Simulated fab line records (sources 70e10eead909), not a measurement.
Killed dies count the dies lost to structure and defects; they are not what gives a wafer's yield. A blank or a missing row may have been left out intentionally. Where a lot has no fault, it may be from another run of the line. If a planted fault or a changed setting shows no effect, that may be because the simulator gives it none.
fab line records | flow nand_harc
[record] lots = 7 wafers = 21 last_day = 25
route steps=1159 shown A_M1@1048 A_BONDPAD@1059 END@1159
lots that met no fault: taken from a fault-free run of the same line
start_h: start of the lot's first displayed wafer, in hours after the record's first day | wait_h: how many hours have passed since the lot's step before this one | " same as the row above | L1.1+2: several wafers, shown together as one row | - no value present, or no start provided | * or withheld: withheld | < > ~ a bound
route shown NAME@n: names a module that has steps shown in the file, with the first one's number in the route | usual: average and standard deviation across the fault-free wafers | same: alike in all rows | chamber/n: place in a boat | sites: readings site by site | _std_site: the values' standard deviation | _edge_site: mean of outer sites minus mean of inner sites | radius_mm: how far each site lies from the wafer's centre | mask NAME#n: copy n | behind: the tool/chamber that last shaped the wafer | hold: why the lot was held/for how many hours/how that ended | device: transistor that didn't switch, given as n, p or np | end of line: tests run on the same wafers once the route is complete | step lacking rows: just its recipe | killed: count of dies lost to structure and defects at first sort (not the wafer's yield) | map: the dies of a wafer, with x for killed, . for not killed, _ for no die there
set.NAME: setting as actually run; set.NAME@STEP: the setting as run at that earlier step | model.NAME: the simulator's own value behind a step, which no gauge read
lots at some steps of the route; a table a step, a row a wafer
services: a tool's chamber out of use, with start hour (start_h, from the record's first day; less than 0 if before it), hours out, and reason
[[steps]]
[step NHARC_A_M1_PVD_20]
[recipe] target_thk_a = 50 bias_v = 168.6 power_w = 15000 chamber_pressure_pa = 0.12 time_s = 8.06 substrate_temp_c = 50 material = TaN
[usual] throttle_valve_pct = 29.6/0.82
// columns lot.wafer tool chamber start_h wait_h throttle_valve_pct
L228.4 pvd_sputter-02 - - - 31.1
L228.2 " - " " 28.4
L228.6 " - " " 31.2
L240.3 pvd_sputter-01 - - - 29.6
L240.6 " - " " 28.9
L240.5 " - " " 28.4
L237.4 pvd_sputter-03 - - - 30.0
L237.3 " - " " 29.6
L237.1 " - " " 29.3
L241.2 pvd_sputter-02 - - - 29.1
L241.1 " - " " 29.4
L241.4 " - " " 31.5
L246.2 pvd_sputter-01 - - - 28.8
L246.4 " - " " 28.3
L246.5 " - " " 30.1
L248.4 pvd_sputter-03 - - - 29.6
L248.6 " - " " 30.8
L248.5 " - " " 30.0
L249.2 pvd_sputter-03 - - - 29.6
L249.5 " - " " 31.0
L249.6 " - " " 29.7
[step NHARC_A_M1_PVD_21]
[recipe] target_thk_a = 300 chamber_pressure_pa = 5 power_w = 5000 substrate_temp_c = 30 time_s = 20.49 material = Cu
[usual] throttle_valve_pct = 29.6/0.81
// columns lot.wafer tool chamber start_h wait_h throttle_valve_pct
L228.2 pvd_sputter-02 - - - 29.3
L228.4 " - " " 29.5
L228.6 " - " " 29.3
L240.3 pvd_sputter-01 - - - 28.9
L240.5 " - " " 29.6
L240.6 " - " " 28.9
L237.1 pvd_sputter-03 - - - 29.5
L237.3 " - " " 29.8
L237.4 " - " " 29.2
L241.1 pvd_sputter-02 - - - 29.5
L241.2 " - " " 31.4
L241.4 " - " " 29.1
L246.2 pvd_sputter-01 - - - 29.8
L246.4 " - " " 28.7
L246.5 " - " " 29.6
L248.4 pvd_sputter-03 - - - 29.5
L248.6 " - " " 29.9
L248.5 " - " " 29.0
L249.2 pvd_sputter-03 - - - 29.1
L249.5 " - " " 29.8
L249.6 " - " " 29.8
[step NHARC_A_M1_ECD_22]
[recipe] target_thk_a = 4000 bath_temp_c = 25 material = Cu
[step NHARC_A_M1_ANNEAL_31]
[recipe] temp_c = 225 time_s = 90
[step NHARC_A_M1_CMP_23]
[recipe] t_overpolish_s = 20 target_thk_nm = 154.34
[step NHARC_A_M1_THK_MEAS_24]
[recipe] thk_meas_gauge = xrf
[usual] thk_nm = 154.0/1.6
// columns lot.wafer tool chamber start_h wait_h thk_nm
L228.2 film_metro-01 - 412.06 - 152.0
L228.4 " - " " 152.8
L228.6 " - " " 152.4
L240.3 film_metro-01 - 512.71 - 153.6
L240.5 " - " " 155.0
L240.6 " - " " 154.7
L237.1 film_metro-01 - 512.84 - 155.5
L237.3 " - " " 155.0
L237.4 " - " " 154.1
L241.1 film_metro-02 - 525.33 - 153.6
L241.2 " - " " 154.8
L241.4 " - " " 153.7
L246.2 film_metro-02 - 532.67 - 152.1
L246.4 " - " " 153.2
L246.5 " - " " 152.6
L248.4 film_metro-02 - 542.89 - 155.5
L248.5 " - " " 152.3
L248.6 " - " " 154.2
L249.2 film_metro-01 - 559.23 - 156.3
L249.5 " - " " 153.2
L249.6 " - " " 153.0
[step NHARC_A_M1_SRD_25]
[step NHARC_A_M1_INSPECT_27]
[usual] raw_defect_count = 457/140
// columns lot.wafer tool chamber start_h wait_h raw_defect_count
L228.2 defect_inspect-02 - 412.22 0.0 359
L228.4 " - " " 388
L228.6 " - " " 434
L240.3 defect_inspect-02 - 512.87 0.0 368
L240.5 " - " " 298
L240.6 " - " " 344
L237.1 defect_inspect-01 - 513.00 0.0 660
L237.3 " - " " 625
L237.4 " - " " 446
L241.1 defect_inspect-02 - 525.48 0.0 448
L241.2 " - " " 524
L241.4 " - " " 317
L246.2 defect_inspect-02 - 532.83 0.0 318
L246.4 " - " " 348
L246.5 " - " " 311
L248.4 defect_inspect-02 - 543.06 0.0 406
L248.5 " - " " 286
L248.6 " - " " 353
L249.2 defect_inspect-01 - 559.38 0.0 435
L249.5 " - " " 531
L249.6 " - " " 507
[step NHARC_A_M1_PRE_CLEAN_32]
[recipe] time_s = 12 temp_c = 370 rf_power_w = 300 gas = NH3
[usual] heater_power_w = 612/53
// columns lot.wafer tool chamber start_h wait_h heater_power_w since_wet_clean_h
L228.2 pecvd-02 2 412.30 0.1 584 65
L228.4 " 2 " " 578 -
L228.6 " 0 " " 620 -
L240.3 pecvd-01 1 512.93 0.1 562 82
L240.5 " 1 " " 571 -
L240.6 " 0 " " 554 -
L237.3 pecvd-02 2 513.07 0.1 587 165
L237.1 " 0 " " 639 165
L237.4 " 1 " " 595 -
L241.1 pecvd-04 2 526.00 0.5 709 137
L241.2 " 0 " " 636 137
L241.4 " 2 " " 722 -
L246.2 pecvd-04 1 532.91 0.1 566 144
L246.5 " 1 " " 574 -
L246.4 " 2 " " 683 -
L248.4 pecvd-02 2 543.16 0.1 624 -
L248.6 " 0 " " 700 -
L248.5 " 1 " " 564 -
L249.2 pecvd-02 0 559.45 0.1 675 31
L249.6 " 1 " " 611 -
L249.5 " 2 " " 577 -
[step NHARC_A_M1_DEP_33]
[recipe] target_thk_a = 300 temp_c = 370 target_thk_nm = 30 pressure_torr = 3 flow_sccm = 200 rf_w = 450 material = SiCN
[usual] heater_power_w = 568/56 showerhead_vpp_V = 1338/68
// columns lot.wafer tool chamber start_h wait_h heater_power_w showerhead_vpp_V since_wet_clean_h
L228.2 pecvd-02 2 412.41 0.1 477 1446 65
L228.4 " 2 " " 467 1458 -
L228.6 " 0 " " 623 1372 -
L240.3 pecvd-01 1 513.01 0.1 507 1228 82
L240.5 " 1 " " 522 1250 -
L240.6 " 0 " " 570 1286 -
L237.3 pecvd-02 2 513.15 0.1 524 1446 166
L237.1 " 0 " " 651 1361 166
L237.4 " 1 " " 504 1383 -
L241.1 pecvd-04 2 526.08 0.1 653 1349 137
L241.2 " 0 " " 513 1218 137
L241.4 " 2 " " 678 1334 -
L246.2 pecvd-04 1 533.02 0.1 470 1286 144
L246.5 " 1 " " 477 1290 -
L246.4 " 2 " " 614 1377 -
L248.4 pecvd-02 2 543.33 0.2 565 1430 -
L248.6 " 0 " " 702 1352 -
L248.5 " 1 " " 578 1361 -
L249.2 pecvd-02 0 559.53 0.1 555 1362 31
L249.6 " 1 " " 563 1343 -
L249.5 " 2 " " 582 1449 -
[step NHARC_A_BONDPAD_DEP_00]
[recipe] target_thk_a = 2500 temp_c = 370 target_thk_nm = 250 pressure_torr = 3 flow_sccm = 200 rf_w = 450 material = SiCN
[usual] heater_power_w = 569/58 showerhead_vpp_V = 1388/70
// columns lot.wafer tool chamber start_h wait_h heater_power_w showerhead_vpp_V since_wet_clean_h
L228.2 pecvd-02 1 - - 563 1368 65
L228.6 " 1 " " 586 1370 -
L228.4 " 0 " " 607 1335 -
L240.3 pecvd-03 2 513.66 - 535 1352 28
L240.5 " 1 " " 638 1438 -
L240.6 " 2 " " 559 1336 -
L237.3 pecvd-01 0 513.95 - 585 1295 83
L237.1 " 1 " " 513 1243 83
L237.4 " 1 " " 537 1241 -
L241.2 pecvd-03 0 526.64 - 483 1488 41
L241.1 " 1 " " 649 1415 41
L241.4 " 2 " " 604 1348 -
L246.2 pecvd-03 2 533.52 - 595 1348 47
L246.5 " 2 " " 617 1351 -
L246.4 " 1 " " 573 1426 -
L248.4 pecvd-03 0 543.89 - 498 1469 -
L248.6 " 1 " " 656 1444 -
L248.5 " 2 " " 614 1356 -
L249.2 pecvd-02 1 - - 555 1365 31
L249.5 " 0 " " 602 1339 -
L249.6 " 1 " " 563 1357 -
[step NHARC_A_BONDPAD_CMP_29]
[recipe] target_thk_nm = 200 material = SiCN
[usual] edge_zone_pressure_frac = 1.001/0.0053 motor_current_A = 11.7/1.2
// columns lot.wafer tool chamber start_h wait_h edge_zone_pressure_frac motor_current_A
L228.4 cmp-01 3 413.38 - 1.001 11.8
L228.2 " 0 " " 1.003 10.8
L228.6 " 2 " " 0.990 13.0
L240.3 cmp-01 0 513.98 - - -
L240.5 " 0 " " - -
L240.6 " 1 " " - -
L237.3 cmp-04 1 514.31 - - -
L237.1 " 3 " " - -
L237.4 " 0 " " - -
L241.4 cmp-01 1 527.07 - - -
L241.2 " 2 " " - -
L241.1 " 3 " " - -
L246.2 cmp-04 2 533.93 - 1.000 13.1
L246.4 " 3 " " 0.991 10.4
L246.5 " 2 " " 1.004 11.9
L248.4 cmp-04 0 544.18 - 1.007 9.8
L248.5 " 3 " " 0.999 11.0
L248.6 " 0 " " 1.002 9.7
L249.2 cmp-02 1 560.52 - 0.986 10.0
L249.5 " 1 " " 0.990 10.4
L249.6 " 2 " " 0.993 10.7
[step NHARC_A_BONDPAD_THK_MEAS_30]
[recipe] thk_meas_gauge = ellipsometry
[usual] thk_nm = 199.7/1.7
// columns lot.wafer tool chamber start_h wait_h thk_nm
L228.2 film_metro-02 - 413.59 0.2 200.0
L228.4 " - " " 202.5
L228.6 " - " " 200.4
L240.3 film_metro-01 - 514.23 0.2 251.0
L240.5 " - " " 250.6
L240.6 " - " " 253.4
L237.1 film_metro-02 - 514.57 0.2 250.1
L237.3 " - " " 249.8
L237.4 " - " " 254.9
L241.1 film_metro-02 - 527.30 0.2 250.6
L241.2 " - " " 249.4
L241.4 " - " " 257.5
L246.2 film_metro-02 - 534.18 0.2 202.6
L246.4 " - " " 199.2
L246.5 " - " " 199.7
L248.4 film_metro-02 - 544.41 0.2 198.4
L248.5 " - " " 200.1
L248.6 " - " " 193.5
L249.2 film_metro-01 - 560.77 0.2 199.0
L249.5 " - " " 197.4
L249.6 " - " " 201.6
[step NHARC_A_BONDPAD_SRD_31]
[step NHARC_END_SORT_01]
[recipe] temp_c = 25
[usual] defect_limited_yield = 95.1/1.6 killed_at_array = 29/10 killed_at_other = 0.7/1.1 killed_at_periphery = 3.3/2.4 killed_dies = 33/11 killed_open = 3.3/2 killed_short = 1.9/1.3 sort_bin_2_pct = 1.5/0.67 sort_bin_3_pct = 0.27/0.24 sort_bin_4_pct = 3.1/1.1 sort_n_pass = 644/11 sort_rim_yield_pct = 97.1/2.1 sort_yield_pct = 95.1/1.6
[same] gross_dies = 677 sort_bin_5_pct[%] = 0 sort_bin_6_pct[%] = 0 sort_bin_7_pct[%] = 0 sort_bin_8_pct[%] = 0 sort_rim_n_gross = 106.00
// columns lot.wafer tool chamber start_h wait_h defect_limited_yield[%] killed_at_array killed_at_other killed_at_periphery killed_dies killed_open killed_short sort_bin_2_pct[%] sort_bin_3_pct[%] sort_bin_4_pct[%] sort_n_pass sort_rim_yield_pct[%] sort_yield_pct[%]
L228.2 prober-02 0 454.09 2.8 95.9 26 0 2 28 5 1 1.6 0.15 2.4 649 96.2 95.9
L228.4 prober-02 0 455.67 3.4 96.5 22 0 2 24 2 2 0.7 0 2.8 653 99.1 96.5
L228.6 prober-02 0 457.24 3.9 94.2 27 1 11 39 9 1 1.8 0.44 3.5 638 94.3 94.2
L237.1 prober-01 0 549.56 2.5 0 673 0 4 677 6 2 95.7 0.15 4.1 0 0 0
L237.3 prober-01 0 551.17 3.1 0 673 1 3 677 2 3 95.9 0 4.1 0 0 0
L237.4 prober-01 0 551.97 3.4 0 667 5 5 677 2 0 95.0 0 5.0 0 0 0
L240.3 prober-02 0 551.11 3.1 0 667 2 8 677 2 3 96.0 0.74 3.2 0 0 0
L240.5 prober-02 0 552.70 3.7 0 669 5 3 677 1 4 96.2 0 3.8 0 0 0
L240.6 prober-02 0 553.50 4.0 0 671 0 6 677 6 0 96.8 0.30 3.0 0 0 0
L241.1 prober-01 0 557.75 2.5 0 669 1 7 677 3 0 96.9 0.15 3.0 0 0 0
L241.2 prober-01 0 558.55 2.8 0 671 1 5 677 6 4 97.2 0 2.8 0 0 0
L241.4 prober-01 0 560.16 3.4 0 673 1 3 677 3 1 98.7 0 1.3 0 0 0
// killed by level:class
L228.2 A_CHANNEL_HOLE_D1:chamber_film_flake=13 A_STAIRCASE:chamber_film_flake=4 A_CONTACT:chamber_film_flake=3 A_CONTACT:geometric_particle:open=2 P_M0:geometric_particle:open=1 A_ONON_D1:geometric_particle:short=1 A_ONON_D1:geometric_particle:open=1 A_M1:geometric_particle:open=1
L228.4 A_CHANNEL_HOLE_D1:chamber_film_flake=11 A_STAIRCASE:chamber_film_flake=5 A_CONTACT:chamber_film_flake=2 A_SGD_CUT:geometric_particle:short=1 A_CONTACT:geometric_particle:open=1 A_M1:geometric_particle:short=1 A_M1:geometric_particle:open=1 P_M0:chamber_film_flake=1
L228.6 A_CHANNEL_HOLE_D1:chamber_film_flake=13 P_M0:chamber_film_flake=4 A_STAIRCASE:chamber_film_flake=4 P_BONDPAD:chamber_film_flake=3 A_SLIT:chamber_film_flake=2 P_GATE:geometric_particle:open=1 P_CONTACT:geometric_particle:open=1 A_ONON_D1:geometric_particle:open=1
L237.1 A_BONDPAD:area_cmp=638 A_CHANNEL_HOLE_D1:chamber_film_flake=13 A_SLIT:chamber_film_flake=13 A_ONON_D1:geometric_particle:open=3 A_WL_FILL:geometric_particle:short=2 P_M0:geometric_particle:open=1 A_CHANNEL_FILL_D1:geometric_particle:open=1 A_M1:geometric_particle:open=1
L240.3 A_BONDPAD:area_cmp=638 A_CHANNEL_HOLE_D1:chamber_film_flake=23 P_GATE:chamber_film_flake=2 P_CONTACT:chamber_film_flake=2 A_STAIRCASE:chamber_film_flake=2 THIN_TSV:chamber_film_flake=2 P_GATE:geometric_particle:open=1 P_CONTACT:geometric_particle:short=1
L237.3 A_BONDPAD:area_cmp=636 A_SLIT:chamber_film_flake=19 A_CHANNEL_HOLE_D1:chamber_film_flake=11 A_M1:geometric_particle:short=2 A_CONTACT:chamber_film_flake=2 P_M0:geometric_particle:open=1 A_CHANNEL_FILL_D1:geometric_particle:short=1 A_CHANNEL_FILL_D1:geometric_particle:open=1
L237.4 A_BONDPAD:area_cmp=632 A_CHANNEL_HOLE_D1:chamber_film_flake=13 A_SLIT:chamber_film_flake=11 A_CONTACT:chamber_film_flake=9 THIN_TSV:chamber_film_flake=5 P_M1:chamber_film_flake=2 P_CONTACT:geometric_particle:open=1 A_CONTACT:geometric_particle:open=1
L240.5 A_BONDPAD:area_cmp=639 A_CHANNEL_HOLE_D1:chamber_film_flake=16 A_STAIRCASE:chamber_film_flake=6 THIN_TSV:chamber_film_flake=5 A_CONTACT:chamber_film_flake=3 A_M1:geometric_particle:short=2 P_GATE:chamber_film_flake=2 A_ONON_D1:geometric_particle:short=1
L240.6 A_BONDPAD:area_cmp=645 A_CHANNEL_HOLE_D1:chamber_film_flake=14 A_CONTACT:chamber_film_flake=5 A_ONON_D1:geometric_particle:open=2 P_M1:chamber_film_flake=2 A_ZERO_WELL:chamber_film_flake=2 P_GATE:geometric_particle:open=1 P_M1:geometric_particle:open=1
L241.1 A_BONDPAD:area_cmp=651 A_CHANNEL_HOLE_D1:chamber_film_flake=9 A_CONTACT:chamber_film_flake=5 P_GATE:chamber_film_flake=3 P_GATE:geometric_particle:open=1 A_SOURCE_PLATE:geometric_particle:open=1 A_CONTACT:geometric_particle:open=1 P_STI:chamber_film_flake=1
L241.2 A_BONDPAD:area_cmp=653 A_CHANNEL_HOLE_D1:chamber_film_flake=4 P_M2:chamber_film_flake=3 A_CONTACT:chamber_film_flake=3 A_WL_FILL:geometric_particle:short=2 A_SGD_CUT:chamber_film_flake=2 P_M0:geometric_particle:open=1 P_M1:geometric_particle:open=1
L241.4 A_BONDPAD:area_cmp=662 A_CHANNEL_HOLE_D1:chamber_film_flake=5 A_CONTACT:chamber_film_flake=2 A_CHANNEL_FILL_D1:geometric_particle:short=1 A_CHANNEL_FILL_D1:geometric_particle:open=1 A_SGD_CUT:geometric_particle:open=1 A_M0:geometric_particle:open=1 P_STI:chamber_film_flake=1
// map L237.1 (x killed, . not)
____________x____________
_________xxxxxxx_________
_______xxxxxxxxxxx_______
______xxxxxxxxxxxxx______
_____xxxxxxxxxxxxxxx_____
____xxxxxxxxxxxxxxxxx____
____xxxxxxxxxxxxxxxxx____
___xxxxxxxxxxxxxxxxxxx___
___xxxxxxxxxxxxxxxxxxx___
__xxxxxxxxxxxxxxxxxxxxx__
__xxxxxxxxxxxxxxxxxxxxx__
_xxxxxxxxxxxxxxxxxxxxxxx_
_xxxxxxxxxxxxxxxxxxxxxxx_
_xxxxxxxxxxxxxxxxxxxxxxx_
_xxxxxxxxxxxxxxxxxxxxxxx_
_xxxxxxxxxxxxxxxxxxxxxxx_
xxxxxxxxxxxxxxxxxxxxxxxxx
xxxxxxxxxxxxxxxxxxxxxxxxx
xxxxxxxxxxxxxxxxxxxxxxxxx
xxxxxxxxxxxxxxxxxxxxxxxxx
xxxxxxxxxxxxxxxxxxxxxxxxx
_xxxxxxxxxxxxxxxxxxxxxxx_
_xxxxxxxxxxxxxxxxxxxxxxx_
_xxxxxxxxxxxxxxxxxxxxxxx_
_xxxxxxxxxxxxxxxxxxxxxxx_
_xxxxxxxxxxxxxxxxxxxxxxx_
__xxxxxxxxxxxxxxxxxxxxx__
__xxxxxxxxxxxxxxxxxxxxx__
___xxxxxxxxxxxxxxxxxxx___
___xxxxxxxxxxxxxxxxxxx___
____xxxxxxxxxxxxxxxxx____
____xxxxxxxxxxxxxxxxx____
_____xxxxxxxxxxxxxxx_____
______xxxxxxxxxxxxx______
_______xxxxxxxxxxx_______
_________xxxxxxx_________
____________x____________
// map L240.3 (x killed, . not)
____________x____________
_________xxxxxxx_________
_______xxxxxxxxxxx_______
______xxxxxxxxxxxxx______
_____xxxxxxxxxxxxxxx_____
____xxxxxxxxxxxxxxxxx____
____xxxxxxxxxxxxxxxxx____
___xxxxxxxxxxxxxxxxxxx___
___xxxxxxxxxxxxxxxxxxx___
__xxxxxxxxxxxxxxxxxxxxx__
__xxxxxxxxxxxxxxxxxxxxx__
_xxxxxxxxxxxxxxxxxxxxxxx_
_xxxxxxxxxxxxxxxxxxxxxxx_
_xxxxxxxxxxxxxxxxxxxxxxx_
_xxxxxxxxxxxxxxxxxxxxxxx_
_xxxxxxxxxxxxxxxxxxxxxxx_
xxxxxxxxxxxxxxxxxxxxxxxxx
xxxxxxxxxxxxxxxxxxxxxxxxx
xxxxxxxxxxxxxxxxxxxxxxxxx
xxxxxxxxxxxxxxxxxxxxxxxxx
xxxxxxxxxxxxxxxxxxxxxxxxx
_xxxxxxxxxxxxxxxxxxxxxxx_
_xxxxxxxxxxxxxxxxxxxxxxx_
_xxxxxxxxxxxxxxxxxxxxxxx_
_xxxxxxxxxxxxxxxxxxxxxxx_
_xxxxxxxxxxxxxxxxxxxxxxx_
__xxxxxxxxxxxxxxxxxxxxx__
__xxxxxxxxxxxxxxxxxxxxx__
___xxxxxxxxxxxxxxxxxxx___
___xxxxxxxxxxxxxxxxxxx___
____xxxxxxxxxxxxxxxxx____
____xxxxxxxxxxxxxxxxx____
_____xxxxxxxxxxxxxxx_____
______xxxxxxxxxxxxx______
_______xxxxxxxxxxx_______
_________xxxxxxx_________
____________x____________
[[services]]
// columns tool chamber start_h hours kind
pvd_sputter-02 - 392.00 10.0 pm
cmp-04 - 411.67 1.0 repair
pecvd-03 2 412.33 5.0 repair
pvd_sputter-01 - 413.99 26.0 repair
pecvd-01 - 418.04 13.0 pm
pecvd-04 - 438.58 0.4 repair
pecvd-03 - 444.02 0.9 repair
pvd_sputter-02 - 445.98 0.9 repair
pvd_sputter-03 - 458.00 10.0 pm
pecvd-04 - 458.26 2.2 repair
cmp-04 - 464.22 0.6 repair
cmp-04 - 467.90 0.5 repair
pecvd-03 - 473.15 13.0 pm
cmp-01 - 473.64 4.0 pm
cmp-04 - 497.11 4.0 pm
pecvd-03 - 499.13 4.5 repair
cmp-04 - 506.52 1.1 repair
cmp-04 - 509.71 3.2 repair
pvd_sputter-01 - 514.06 10.0 pm
pecvd-02 - 515.91 13.0 pm
cmp-01 - 527.43 0.6 repair
pecvd-02 0 545.21 1.8 repair
cmp-04 - 554.50 1.4 repair
pecvd-04 - 557.11 13.0 pm
[[key]]
[first_sign] step = NHARC_A_BONDPAD_CMP_29 reading = tool_record direction = missing
[effect] step = NHARC_A_BONDPAD_THK_MEAS_30 reading = thk_nm direction = up sigmas = 31 usual = 199.7 struck = 251.9
[effect] step = NHARC_END_SORT_01 reading = sort_bin_2_pct direction = up sigmas = 99+ usual = 1.5 struck = 96.5
[more_kills_born_at] NHARC_A_BONDPAD_CMP_29@cmp-01 = 3888 NHARC_A_BONDPAD_CMP_29@cmp-04 = 1906
met_at NHARC_A_BONDPAD_CMP_29
struck_wafers L237.1,L237.3,L237.4,L240.3,L240.5,L240.6,L241.1,L241.2,L241.4
later_rows_left_out L237.1,L237.3,L237.4,L240.3,L240.5,L240.6,L241.1,L241.2,L241.4
onset_between 413.38 513.98
[fault] kind = skipped_step_whole tool = cmp-01,cmp-04 chamber = - onset_h = 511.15 steps = NHARC_A_BONDPAD_CMP_29 scope = struck_lots_only
// later_rows_left_out: the simulator's readings of these wafers behind a module that went badly wrong aren't trusted and aren't shown, but for the sort
